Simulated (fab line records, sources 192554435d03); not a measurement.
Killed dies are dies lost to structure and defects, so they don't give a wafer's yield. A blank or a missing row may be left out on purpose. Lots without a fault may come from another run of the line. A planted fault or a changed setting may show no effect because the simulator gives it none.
Chamber matching | flow n5_finfet | N5_PASSIVATION_PECVD_35 on pecvd-04: 3 sister chambers
The step deposits SiNx from SiH4/NH3/N2, target thk 700 nm, time 151.3 s. 3 wafers are shown with their chamber, then 9 later ones without.

WAFERS WITH THEIR CHAMBER
wafer  | chamber | throttle_valve_pct (%)
L086.5 | 1       | 32.5
L090.3 | 0       | 30.8
L090.5 | 2       | 28.1

WAFERS WITHOUT THEIR CHAMBER
wafer  | throttle_valve_pct (%)
L092.2 | 30.9
L092.3 | 32.6
L092.6 | 30.5
L097.2 | 28.3
L097.3 | 32.4
L097.5 | 32.4
L096.1 | 31.2
L096.2 | 32.4
L096.5 | 32.7

WHICH CHAMBER EACH WENT THROUGH
wafer  | from the rows above | in truth
L092.2 | 0                   | 0
L092.3 | 1                   | 1
L092.6 | 0                   | 0
L097.2 | 2                   | 2
L097.3 | 1                   | 1
L097.5 | 1                   | 1
L096.1 | 0                   | 0
L096.2 | 1                   | 1
L096.5 | 1                   | 1
Placed correctly: 9 of 9. Can't be placed from these rows: 0. Placed wrongly: 0.
How it was worked out, from the rows above alone: a wafer's distance from a chamber is the root of the sum, over the readings, of the square of ((its reading less the chamber's mean) divided by the reading's scatter). The wafer belongs to the nearest chamber; if the next one is less than 2 further off, it can't be placed. A chamber's mean is the mean of its shown wafers. The scatter: with one shown wafer a chamber, the root of the mean of the squares of how far each hidden wafer lies from its nearest shown one.
